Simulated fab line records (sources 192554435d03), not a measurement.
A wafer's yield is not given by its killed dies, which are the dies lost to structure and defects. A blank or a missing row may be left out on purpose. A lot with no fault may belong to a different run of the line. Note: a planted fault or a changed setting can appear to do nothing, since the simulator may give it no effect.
A struck lot beside a sound one    flow n5 finfet    15 steps out of a route of 1938
Sound: these wafers, L941.1, L941.2, L941.6. Wafers struck: L948.3, L948.4, L948.5. The cause is given at the end.
Each step with rows lists, per side, the tool, then ch with its chambers, then its first start. Under that, the readings that differ: sound wafers    struck wafers    difference of the means    sigmas: that difference in standard deviations of wafers without a fault.
alike: a reading whose means differ by less than 2 such deviations, as well as words and numbers matching on both sides. not compared: withheld readings; readings where some wafer has no value; bounds like >300 that might hide an equal value; numbers whose values overlap and for which the record gives no deviation.
Wherever a step has rows on one side only, a row that says differs or no value, or a row with sigmas, the two part there. Non-overlapping numbers with no deviation appear without sigmas and do not part them. A reading missing from all wafers of one side parts the sides only when that side holds two or more wafers.

first, 1 step without rows for these wafers: N5_BEOL_M12_STRIP_70 (strips in C4F8/O2/Ar).
N5_BEOL_M12_OCD_MEAS_35:
  sound on ocd-02 at day 11 06:53; struck on ocd-01 at day 14 06:04
  alike: trench depth nm
N5_BEOL_M12_STRIP_37: strips in N2/H2.
  sound on plasma asher-01 ch 0,1, day 11 06:56; struck on plasma asher-02 ch 0,1, day 14 06:07
  alike: drypump motor current A, h2 flow sccm, heater power w, n2 flow sccm, oes product au
  not compared: rf hours counter h
N5_BEOL_M12_ETCH_38: etches SiCN in CF4/N2, target depth 68.7 nm, time 73.4 s.
  sound on rie diel-02 ch 0,1,3, day 11 07:22; struck on rie diel-06 ch 0,1,3, day 14 07:22
  alike: drypump motor current A, n2 flow sccm, oes product au, rf fwd power W, rf vpp V, showerhead plenum p Torr, throttle valve pct
  not compared: rf hours counter h
then, 4 steps without rows for these wafers: N5_BEOL_M12_PRECLEAN_39 (cleans in residue remover, time 60 s); N5_BEOL_M12_SRD_40 (time 30 s, dry time 30 s); N5_BEOL_M12_DEGAS_41 (time 60 s); N5_BEOL_M12_PRE_CLEAN_42 (time 30 s).
N5_BEOL_M12_SPUTTER_43: material TaN, target thk 15 nm, time 24.19 s.
  sound on pvd sputter-02 at day 11 07:58; struck on pvd sputter-01 at day 14 07:58
  alike: susceptor temp C, throttle valve pct
N5_BEOL_M12_SPUTTER_44: material Ta, target thk 10 nm, time 16.13 s.
  sound on pvd sputter-02 at day 11 08:02; struck on pvd sputter-01 at day 14 08:03
  alike: susceptor temp C, throttle valve pct
N5_BEOL_M12_SPUTTER_45: material Cu, target thk 80 nm, time 13.33 s.
  sound on pvd sputter-02 at day 11 08:07; struck on pvd sputter-01 at day 14 08:08
  alike: susceptor temp C, throttle valve pct
then, 1 step without rows for these wafers: N5_BEOL_M12_ECD_47 (material Cu, target thk 720 nm).
N5_BEOL_M12_ANNEAL_48: time 90 s.
  sound on rtp anneal-01 ch 0, day 11 08:23; struck on rtp anneal-01, day 14 08:29
  no value came back on the struck wafers for anneal temp c (C), anneal temp c max, time s (s), wafer_temp_C_max; on the sound wafers anneal temp c (C) reads 225.23 224.90 225.11
then, 1 step without rows for these wafers: N5_BEOL_M12_CMP_49 (polishes, stops on SiOC, t overpolish 20.6 s, target thk 320 nm).
N5_PASSIVATION_PROBE_49:
  the record has rows for the sound wafers here (prober-01, day 12 18:02) and none for the struck ones

== WHERE THEY PART ==
Earliest at N5_BEOL_M12_ANNEAL_48; latest, in this record, at N5_PASSIVATION_PROBE_49.

WHY: what had been put in by the simulator
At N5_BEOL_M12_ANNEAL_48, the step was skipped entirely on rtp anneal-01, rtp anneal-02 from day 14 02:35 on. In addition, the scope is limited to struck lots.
